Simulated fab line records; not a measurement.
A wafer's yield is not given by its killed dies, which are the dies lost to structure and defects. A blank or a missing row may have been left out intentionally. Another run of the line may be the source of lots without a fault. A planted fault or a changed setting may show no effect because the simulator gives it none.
Matching of chambers	flow nand-harc	3 sister chambers for NHARC_A_CONTACT_DEP_29 on pecvd-04
The step deposits SiON, target thk 100 nm. 6 wafers are shown with their chamber, then 8 later ones without.

## WAFERS, EACH WITH ITS CHAMBER
wafer	chamber	heater-power-w (W)
L078.1	1	791
L078.4	2	908
L082.1	0	752
L082.3	2	1024
L082.6	1	759
L085.1	0	677

## WAFERS WITH NO CHAMBER GIVEN
wafer	heater-power-w (W)
L085.2	703
L085.3	899
L084.2	999
L084.5	1028
L084.6	638
L094.2	956
L094.4	794
L094.6	982

## EACH ONE'S CHAMBER
wafer	from the rows above	in truth
L085.2	can't be placed: 0 or 1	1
L085.3	can't be placed: 2 or 1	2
L084.2	2	2
L084.5	2	2
L084.6	can't be placed: 0 or 1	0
L094.2	2	2
L094.4	can't be placed: 1 or 0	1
L094.6	2	2
Placed correctly: 4 of 8. Can't be placed from these rows: 4 (the true chamber is among the candidates in 4). 0 placed wrongly.
How it was worked out, from the rows above alone: a wafer's distance from a chamber is the root of the sum, over the readings, of the square of ((its reading less the chamber's mean) divided by the reading's scatter). The wafer belongs to the nearest chamber; if the next one is less than 2 further off, it can't be placed. Each chamber's mean is taken over the wafers shown for it. The scatter: take each reading less its chamber's mean, square it, sum over the shown wafers, divide by the number of wafers less the number of chambers, and take the root.
